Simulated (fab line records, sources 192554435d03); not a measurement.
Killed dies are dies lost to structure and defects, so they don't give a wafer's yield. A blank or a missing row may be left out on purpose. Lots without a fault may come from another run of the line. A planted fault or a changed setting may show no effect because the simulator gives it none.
fab line records | flow n5_finfet
record lots=4 wafers=12 last_day=19
route steps=1938 shown DUMMY_GATE@247 SPACER0@258 SD_EPI_N@262 SD_EPI_P@329 SD_ACTIVATION@334 BEOL_M4@1111 PASSIVATION@1936
lots that met no fault: from a run of the same line without faults
start_h: hours from the record's first day to the start of the lot's first wafer shown | wait_h: hours since the lot's step before | " the same as in the row above | L1.1+2: a row that stands for several wafers | - no value, or no start given | * or withheld: withheld | < > ~ a bound
route shown NAME@n: a module of which the file shows steps, and the number in the route of the first | usual: mean/standard deviation of fault-free wafers | same: alike in all rows | chamber/n: place in a boat | sites: the reading at each site | _std_site: their standard deviation | _edge_site: outer sites' mean less inner sites' | radius_mm: how far each site lies from the wafer's centre | mask NAME#n: copy n | behind: the tool/chamber that last shaped the wafer | hold: why the lot was held/for how many hours/how that ended | device: the transistor (n, p or np) that didn't switch | end of line: the same wafers' tests at the end of the route | a step without rows: its recipe alone | killed: dies lost to structure and defects at the first sort, not the wafer's yield | map: a wafer's dies, x killed, . not, _ none there
set.NAME: the setting as run; set.NAME@STEP: as run at that earlier step | model.NAME: the simulator's own value behind a step, which no gauge read
lots at some steps of the route; a table a step, a row a wafer
## steps
# step N5_DUMMY_GATE_ETCH_23
# recipe chemistry=HBr/Cl2/O2 HBr_flow_sccm=150 Cl2_flow_sccm=80 O2_flow_sccm=12 bias_w=102 target_depth_a=410 time_s=22.3 target=poly-Si mask_material=SiO2 pressure_mtorr=10 icp_w=800
# step N5_DUMMY_GATE_ETCH_44
# recipe chemistry=HBr/O2 over_etch_frac=0.7 target_depth_a=1275 stop_on=SiO2 ion_energy_ev=60 bias_w=20 target=poly-Si mask_material=SiO2 pressure_mtorr=20 icp_w=400 HBr_flow_sccm=120 O2_flow_sccm=10
# step N5_DUMMY_GATE_ETCH_42
# recipe chemistry=CHF3/O2 target=SiO2 target_depth_a=35 time_s=31 ion_energy_ev=30 bias_w=12 pressure_mtorr=30 source_w=600 Ar_flow_sccm=200 CHF3_flow_sccm=50 O2_flow_sccm=5
# step N5_DUMMY_GATE_STRIP_48
# recipe chemistry=N2/H2 time_s=20 power_w=100 temp_c=40 pressure_mtorr=100 rf_frequency_hz=6e+07 bias_power_w=3 n2_flow_sccm=300 h2_flow_sccm=300
# step N5_DUMMY_GATE_PRECLEAN_33
# recipe chemistry=dHF time_s=10 dilution=750:1 temp_c=25
# step N5_DUMMY_GATE_PRECLEAN_25
# recipe chemistry=O3/DIW time_s=45 temp_c=22 o3_ppm=10
# step N5_DUMMY_GATE_PRECLEAN_51
# recipe chemistry=SC2 time_s=45 temp_c=35 mix=1:1:50
# step N5_DUMMY_GATE_SRD_26
# recipe dry=ipa_marangoni time_s=30 temp_c=23 rinse_liquid=diw
# step N5_DUMMY_GATE_UV_OZONE_45
# recipe time_s=120 pressure_torr=760 temp_c=25
# step N5_SPACER0_ALD_07
# recipe material=SiNx target_thk_a=20 temp_c=400 ald_precursor_family=SiH2I2 ald_co_reactant=N2/H2-plasma pressure_torr=2
# step N5_SPACER0_ALD_00
# recipe material=SiOCN target_thk_a=35 temp_c=400 ald_precursor_family=alkyl-aminosilane ald_co_reactant=O2/N2-plasma pulse_time_s=3 purge_time_s=2 co_reactant_purge_time_s=2 ald_cycles=58 pressure_torr=2
# usual heater_power_w=856/86 precursor_pulse_height_rel=0.997/0.021
# same purge_time_s=2
# columns lot.wafer tool chamber start_h wait_h heater_power_w precursor_pulse_height_rel
L181.1 ald_sin-04 3 121.64 0.1 882 1.033
L181.5 " 2 " " 959 0.993
L181.6 " 1 " " 796 1.011
L188.3 ald_sin-04 0 157.05 0.1 744 1.022
L188.4 " 3 " " 880 0.958
L188.5 " 1 " " 768 1.010
L190.3 ald_sin-04 0 168.33 0.1 757 1.017
L190.4 " 2 " " 981 1.020
L190.6 " 0 " " 746 1.005
L192.1 ald_sin-02 0 188.74 0.1 790 0.987
L192.3 " 2 " " 823 0.969
L192.6 " 1 " " 837 0.989
# step N5_SPACER0_ALD_08
# recipe material=SiNx target_thk_a=20 temp_c=400 ald_precursor_family=SiH2I2 ald_co_reactant=N2/H2-plasma pressure_torr=2
# step N5_SPACER0_INSPECT_04
# recipe inspect_instrument=darkfield mode=post_dep
# usual raw_defect_count=149/38
# columns lot.wafer tool chamber start_h wait_h raw_defect_count
L181.1 defect_inspect-02 - 122.05 0.1 108
L181.5 " - " " 148
L181.6 " - " " 186
L188.3 defect_inspect-02 - 157.46 0.1 562
L188.4 " - " " 505
L188.5 " - " " 516
L190.3 defect_inspect-02 - 168.81 0.1 482
L190.4 " - " " 561
L190.6 " - " " 489
L192.1 defect_inspect-01 - 189.17 0.1 104
L192.3 " - " " 152
L192.6 " - " " 199
# step N5_SD_EPI_N_COAT_32
# recipe resist=SOC temp_c=250 time_s=60 spin_rpm=1500 resist_thk_nm=350
# step N5_SD_EPI_N_COAT_33
# recipe resist=SiARC temp_c=220 time_s=60 spin_rpm=1500 resist_thk_nm=35
# step N5_SD_EPI_N_COAT_03
# recipe resist=CAR-ArF-block spin_rpm=1500 resist_thk_nm=150
# step N5_SD_EPI_N_EBR_05
# recipe solvent=PGMEA ebr_width_mm=1.5
# step N5_SD_EPI_N_SOFTBAKE_04
# recipe temp_c=110 time_s=60 resist=CAR-ArF-block
# step N5_SD_EPI_N_EXPOSE_06
# recipe mask_id=SD_N_BLK na=1.35 source_shape=conventional sigma_outer=0.8 polarization=unpolarized target_cd_nm=120 dose_mj=39.75
# step N5_SD_EPI_N_PEB_07
# recipe peb_temp_c=110 peb_time_s=60 resist=CAR-ArF-block
# step N5_SD_EPI_N_DEVELOP_08
# recipe develop_time_s=30 developer=TMAH resist=CAR-ArF-block dev_temp_c=23 rinse_liquid=diw dry=air_spin
# step N5_SD_EPI_N_INSPECT_11
# recipe mode=adi inspect_instrument=macro
# usual raw_defect_count=2.0/1.5
# columns lot.wafer tool chamber start_h wait_h raw_defect_count
L181.1 defect_inspect-02 - 122.38 0.0 1
L181.5 " - " " 1
L181.6 " - " " 1
L188.3 defect_inspect-02 - 157.79 0.0 >300
L188.4 " - " " >300
L188.5 " - " " >300
L190.3 defect_inspect-01 - 169.26 0.0 >300
L190.4 " - " " >300
L190.6 " - " " >300
L192.1 defect_inspect-02 - 189.62 0.0 2
L192.3 " - " " 2
L192.6 " - " " 6
# step N5_SD_EPI_N_DESCUM_14
# recipe chemistry=O2 time_s=7.9 source_power_w=50 bias_power_w=20 pressure_mtorr=20 rf_frequency_hz=2.712e+07 temp_c=40 resist=CAR-ArF-block o2_flow_sccm=225
# step N5_SD_EPI_N_ETCH_34
# recipe chemistry=CF4 target=SiARC target_depth_a=455 mask_material=CAR-ArF-block time_s=75.8 ion_energy_ev=80 pressure_mtorr=40 source_w=545 bias_w=36 Ar_flow_sccm=100 cf4_flow_sccm=100 ends=cleared
# step N5_SD_EPI_N_ETCH_35
# recipe chemistry=N2/H2 target=SOC overetch_a=1080 mask_material=SiARC temp_c=40 ion_energy_ev=100 source_w=3000 bias_w=133 pressure_mtorr=20 time_s=486 n2_flow_sccm=200 h2_flow_sccm=200
# step N5_SD_EPI_N_STRIP_36
# recipe chemistry=N2/H2 temp_c=40 n2_flow_sccm=200 h2_flow_sccm=200 rf_frequency_hz=6e+07
# step N5_SD_EPI_N_ETCHBACK_44
# recipe chemistry=CH3F/O2 mode=anisotropic_etchback target=SiNx target_depth_a=145 stop_on=SiO2 over_etch_frac=0.3 ion_energy_ev=120 pressure_mtorr=30 source_w=395 bias_w=73 Ar_flow_sccm=150 CH3F_flow_sccm=30 O2_flow_sccm=20
# step N5_SD_EPI_N_ETCH_45
# recipe chemistry=CH3F/O2 target=SiOCN target_depth_a=60 mask_material=SOC ion_energy_ev=60 bias_w=29 pressure_mtorr=15 source_w=410 Ar_flow_sccm=150 CH3F_flow_sccm=30 O2_flow_sccm=20
# step N5_SD_EPI_N_ETCH_16
# recipe chemistry=CHF3/O2 target=SiO2 target_depth_a=50 mask_material=SOC pressure_mtorr=30 source_w=650 bias_w=170 Ar_flow_sccm=200 CHF3_flow_sccm=50 O2_flow_sccm=5 ion_energy_ev=200
# step N5_SD_EPI_N_STRIP_47
# recipe chemistry=CHF3/O2 resist=SiARC rf_frequency_hz=6e+07
# step N5_SD_EPI_N_SD_RECESS_17
# recipe chemistry=HBr/Cl2/O2 target_depth_a=410 mask_material=SOC time_s=23.7 bt_time_s=3 pressure_mtorr=10 icp_w=800 bias_w=112 HBr_flow_sccm=150 Cl2_flow_sccm=80 O2_flow_sccm=12
# step N5_SD_EPI_N_STRIP_38
# recipe chemistry=N2/H2 power_w=1000 temp_c=250 h2_frac=0.65 overash_fraction=0.3 pressure_mtorr=withheld n2_flow_sccm=1750 h2_flow_sccm=3250
# step N5_SD_EPI_N_WET_ETCH_43
# recipe chemistry=dHF dilution=withheld time_s=14 target=SiO2 target_depth_a=15 temp_c=25
# step N5_SD_EPI_N_STRIP_18
# recipe chemistry=SPM time_s=750 temp_c=130 h2so4_h2o2_vol_ratio=4
# step N5_SD_EPI_N_SRD_20
# recipe dry=ipa_marangoni do_ppb=5 time_s=30 temp_c=23 rinse_liquid=diw
# step N5_SD_EPI_N_PRECLEAN_48
# recipe chemistry=NF3:NH3 afs_cycles=2 temp_c=30 time_s=20 sublimation_temp_c=180 sublimation_time_s=60 pressure_torr=3 rf_power_w=30
# step N5_SD_EPI_N_VAPOR_ETCH_50
# recipe chemistry=HCl target=Si temp_c=775 time_s=54 pressure_torr=20 mode=isotropic
# step N5_SD_EPI_N_EPI_21
# recipe material=Si:P dopant=P temp_c=680 pressure_torr=255 time_s=690
# step N5_SD_EPI_N_INSPECT_26
# recipe inspect_instrument=darkfield mode=post_epi
# usual raw_defect_count=208/39
# columns lot.wafer tool chamber start_h wait_h raw_defect_count
L181.1 defect_inspect-01 - 126.36 0.1 137
L181.5 " - " " 187
L181.6 " - " " 182
L188.3 defect_inspect-02 - 162.10 0.1 618
L188.4 " - " " 558
L188.5 " - " " 577
L190.3 defect_inspect-02 - 174.00 0.1 551
L190.4 " - " " 602
L190.6 " - " " 565
L192.1 defect_inspect-02 - 193.96 0.1 228
L192.3 " - " " 251
L192.6 " - " " 333
# step N5_SD_EPI_P_INSPECT_26
# recipe inspect_instrument=darkfield mode=post_epi
# usual raw_defect_count=174/36
# columns lot.wafer tool chamber start_h wait_h raw_defect_count
L181.1 defect_inspect-02 - 130.93 0.0 130
L181.5 " - " " 181
L181.6 " - " " 226
L188.3 defect_inspect-02 - 167.14 0.0 597
L188.4 " - " " 541
L188.5 " - " " 591
L190.3 defect_inspect-02 - 178.93 0.0 530
L190.4 " - " " 617
L190.6 " - " " 567
L192.1 defect_inspect-02 - 198.17 0.0 200
L192.3 " - " " 185
L192.6 " - " " 175
# step N5_SD_ACTIVATION_INSPECT_02
# recipe inspect_instrument=darkfield mode=post_anneal
# usual raw_defect_count=178/37
# columns lot.wafer tool chamber start_h wait_h raw_defect_count
L181.1 defect_inspect-02 - 132.58 0.2 143
L181.5 " - " " 172
L181.6 " - " " 217
L188.3 defect_inspect-02 - 169.21 0.1 585
L188.4 " - " " 535
L188.5 " - " " 574
L190.3 defect_inspect-01 - 179.92 0.1 513
L190.4 " - " " 594
L190.6 " - " " 520
L192.1 defect_inspect-02 - 199.00 0.2 193
L192.3 " - " " 189
L192.6 " - " " 175
# step N5_BEOL_M4_RC_MEAS_101
# usual DIBL_N=35.8/1.7 DIBL_P=35.3/2 IOFF_N=0.150/0.026 IOFF_P=0.194/0.029 ION_N=667/11 ION_P=456/7.1 SS_N=71.4/0.65 SS_P=73.1/0.64 VT_N=251/3 VT_P=-252/3.2
# columns lot.wafer tool chamber start_h wait_h DIBL_N[mV/V] DIBL_P[mV/V] IOFF_N[nA/um] IOFF_P[nA/um] ION_N[uA/um] ION_P[uA/um] SS_N[mV/dec] SS_P[mV/dec] VT_N[mV] VT_P[mV]
L181.1 prober-02 0 286.57 0.0 37.1 38.5 0.168 0.261 674 459 71.4 73.6 250 -246
L181.5 " 0 " " 35.1 35.9 0.134 0.216 669 465 70.6 73.1 252 -247
L181.6 " 0 " " 35.1 34.1 0.126 0.182 656 449 70.7 72.2 253 -250
L188.3 prober-02 0 327.51 0.3 37.2 37.2 0.165 0.194 671 452 72.0 73.4 253 -255
L188.4 " 0 " " 35.3 34.5 0.134 0.157 660 449 72.2 73.7 254 -255
L188.5 " 0 " " 36.5 35.8 0.159 0.191 658 443 72.0 73.5 253 -253
L190.3 prober-01 0 339.03 0.3 36.4 35.4 0.173 0.183 660 446 72.2 73.2 248 -255
L190.4 " 0 " " 35.1 34.1 0.147 0.167 669 450 71.7 72.8 251 -254
L190.6 " 0 " " 33.0 31.0 0.116 0.135 646 443 71.0 71.7 253 -257
L192.1 prober-02 0 347.58 0.0 36.7 35.5 0.155 0.222 672 466 71.4 73.3 251 -249
L192.3 " 0 " " 37.9 36.6 0.179 0.236 676 468 71.4 74.4 248 -250
L192.6 " 0 " " 38.9 37.1 0.201 0.247 681 461 71.9 73.6 247 -248
# step N5_PASSIVATION_PROBE_49
# usual defect_limited_yield=91.5/1.4 killed_at_M0_to_M3=34/11 killed_at_M4_up=15/6 killed_at_contacts=11/5.9 killed_at_front_end=37/11 killed_at_other=3.6/2.9 killed_dies=101/17 killed_on_rim=13/4 killed_open=66/12 killed_short=33/7.8 sort_bin_5_function=5.0/0.97 sort_bin_6_memory=3.2/0.65 sort_bin_8_speed=0.02/0.2 sort_n_pass=1079/17 sort_yield_pct=91.4/1.4
# same gross_dies=1180 killed_at_back_side=0 sort_bin_4_leakage[%]=0
# columns lot.wafer tool chamber start_h wait_h defect_limited_yield[%] killed_at_M0_to_M3 killed_at_M4_up killed_at_contacts killed_at_front_end killed_at_other killed_dies killed_on_rim killed_open killed_short sort_bin_5_function[%] sort_bin_6_memory[%] sort_bin_8_speed[%] sort_n_pass sort_yield_pct[%]
L181.1 prober-02 - 401.80 0.0 90.8 27 20 9 45 7 108 18 70 34 5.3 3.3 0 1072 90.8
L181.5 prober-02 - 402.00 0.2 92.8 34 6 11 30 4 85 11 50 31 4.7 2.1 0 1095 92.8
L188.3 prober-01 - 441.02 0.1 84.2 44 30 7 100 5 186 31 79 44 8.6 5.7 0 994 84.2
L188.4 prober-01 - 441.07 0.2 86.8 40 21 7 87 1 156 27 58 33 8.5 3.6 0 1024 86.8
L188.5 prober-01 - 441.12 0.2 83.8 33 8 9 137 4 191 17 60 21 9.6 3.8 0 989 83.8
L190.3 prober-01 - 454.98 0.1 86.5 38 14 8 97 2 159 24 56 30 9.2 3.1 0.08 1020 86.4
L190.4 prober-01 - 455.03 0.2 87.6 42 20 9 75 0 146 31 69 27 7.3 4.0 0 1034 87.6
L190.6 prober-01 - 455.13 0.3 88.0 28 11 7 95 1 142 25 52 19 8.1 2.9 0.17 1036 87.8
# killed by level:class
L181.1 FIN_SAQP:geometric_particle:open=11 BEOL_M4:geometric_particle:open=11 BEOL_M0_SAQP:geometric_particle:short=9 FIN_SAQP:geometric_particle:short=8 MOL_CONTACT_COAG:geometric_particle:open=8 GATE_CUT:geometric_particle:open=6 BEOL_M3:geometric_particle:open=6 BEOL_M0_SAQP:geometric_particle:open=5
L181.5 BEOL_M0_SAQP:geometric_particle:short=10 MOL_CONTACT_COAG:geometric_particle:open=9 FIN_SAQP:geometric_particle:open=7 BEOL_M0_SAQP:geometric_particle:open=6 BEOL_M2:geometric_particle:open=5 STI_FIN_REVEAL:geometric_particle:open=4 GATE_CUT:geometric_particle:short=4 BEOL_M3:geometric_particle:open=4
L188.3 SPACER0:unspecified=63 BEOL_M0_SAQP:geometric_particle:short=21 BEOL_M0_SAQP:geometric_particle:open=15 STI_FIN_REVEAL:geometric_particle:open=14 BEOL_M4:geometric_particle:short=12 BEOL_M4:geometric_particle:open=12 MOL_CONTACT_COAG:geometric_particle:open=7 FIN_SAQP:geometric_particle:short=6
L188.4 SPACER0:unspecified=65 BEOL_M3:geometric_particle:open=9 FIN_SAQP:geometric_particle:short=8 BEOL_M4:geometric_particle:open=8 BEOL_M0_SAQP:geometric_particle:open=8 BEOL_M1:geometric_particle:short=7 BEOL_M5:geometric_particle:open=7 MOL_CONTACT_COAG:geometric_particle:open=6
L188.5 SPACER0:unspecified=109 FIN_SAQP:geometric_particle:open=13 BEOL_M2:geometric_particle:open=10 BEOL_M0_SAQP:geometric_particle:open=8 MOL_CONTACT_COAG:geometric_particle:open=7 BEOL_M0_SAQP:geometric_particle:short=6 BEOL_M3:geometric_particle:open=5 STI_FIN_REVEAL:geometric_particle:open=4
L190.3 SPACER0:unspecified=70 BEOL_M0_SAQP:geometric_particle:short=12 BEOL_M0_SAQP:geometric_particle:open=10 BEOL_M4:geometric_particle:open=9 BEOL_M3:geometric_particle:open=7 STI_FIN_REVEAL:geometric_particle:open=6 MOL_CONTACT_COAG:geometric_particle:open=6 GATE_CUT:geometric_particle:short=5
L190.4 SPACER0:unspecified=46 BEOL_M3:geometric_particle:open=16 STI_FIN_REVEAL:geometric_particle:open=10 BEOL_M0_SAQP:geometric_particle:open=9 BEOL_M0_SAQP:geometric_particle:short=9 MOL_CONTACT_COAG:geometric_particle:open=8 BEOL_M4:geometric_particle:open=7 STI_FIN_REVEAL:geometric_particle:short=4
L190.6 SPACER0:unspecified=70 STI_FIN_REVEAL:geometric_particle:open=10 MOL_CONTACT_COAG:geometric_particle:open=7 BEOL_M2:geometric_particle:open=5 BEOL_M3:geometric_particle:open=5 BEOL_M0_SAQP:geometric_particle:open=4 BEOL_M0_SAQP:geometric_particle:short=4 BEOL_M1:geometric_particle:open=4
# map L188.5 (x killed, . not)
_________________............________________
______________...x........x....x_____________
___________x.......x...........x...__________
__________x...........x............x_________
________...............xx............x_______
_______..x.............x..............x______
______.........xxx.........x............_____
_____....xx......xxxx.xx.................____
____............x.xxxxxx..................___
___...x.......xxxxxxxxxx...........x.......__
___...........xxxxxxxxxxxxx.......x........__
__..xx...x....xxxxxxxxxxxx.x.x.............._
__....x.x.....xxxxxxxxxxxxx.x..............._
_.............xxxxxxxxxxxxx.x........x...x...
_..............xxxxxxxxxxx.......x....x......
_x......x.......xxxxxxxx.x...x...............
_..............xxxxxxx.xx..x.................
_........xx...x....x.x.......................
_...............x.x..x.......................
_......x............................x........
_.......x....................................
__..................x...............x......._
__...x....x.....x.......x.......x..........._
___....x.....x....x......x................x__
___....x.....x...x............x.......x....__
____...........x.....x...............x....___
_____..................................x.____
______x.....................x....x....x._____
_______x.........x....x..x.........x..x______
________.............................._______
__________............x........x...._________
___________...........x............__________
______________.................._____________
_________________....x.x.....________________
# map L190.3 (x killed, . not)
_________________xxx.........________________
______________xxxxxxxxxx......xx_____________
___________xxxxxxxxxxxx............__________
__________xxxxxxxxxxxxx............._________
________x.xxxxxxxxxxx.............x..._______
_______...x.xxxxxx.xx...x.x..x......x..______
______....x..xxxxxxx.x.................._____
_____....x.x........x.......x............____
____..........xx.....x...............x..x.___
___.........x......x.............x.........__
___....xx................................x.__
__x.................................x..xx..._
__.x.x...x............x.......x....x........_
_..........x....................x......x.....
_..x.......x.........x....................x..
_..........x..........x........x.............
_...........x.x.x...................x......xx
_.......x...........x..xx.........x.x........
_.......x...x....x.x.x..................x....
_x.....................................x.....
_............x.x...........x...x..xx....x....
__.x..................x..x.................x_
__........................x................._
___......x..x.........x........x....x...x..__
___x.................x.....................__
____..................x...................___
_____........................x...........____
______...........x......................_____
_______................................______
________................x..x.........._______
__________.....x..........x........._________
___________..........x............x__________
______________.................._____________
_________________............________________
## key
first_sign step=N5_SPACER0_INSPECT_04 reading=raw_defect_count direction=up sigmas=9.8 usual=149 struck=519
effect step=N5_SD_EPI_N_INSPECT_11 reading=raw_defect_count direction=up sigmas=99+ usual=2.0 struck=>300
effect step=N5_SD_EPI_N_INSPECT_26 reading=raw_defect_count direction=up sigmas=9.6 usual=208 struck=578
effect step=N5_SD_EPI_P_INSPECT_26 reading=raw_defect_count direction=up sigmas=11 usual=174 struck=574
effect step=N5_SD_ACTIVATION_INSPECT_02 reading=raw_defect_count direction=up sigmas=10 usual=178 struck=554
effect step=N5_PASSIVATION_PROBE_49 reading=killed_at_front_end direction=up sigmas=5.7 usual=37 struck=98
more_kills_born_at N5_SPACER0_ALD_00@ald_sin-04=423
met_at N5_SPACER0_ALD_00
struck_wafers L188.3,L188.4,L188.5,L190.3,L190.4,L190.6
onset_between 121.64 157.05
fault kind=chamber_particle_source tool=ald_sin-04 chamber=- onset_h=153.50 steps=N5_SPACER0_ALD_00 rate_per_visit_cm2=0.57415 end_h=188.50
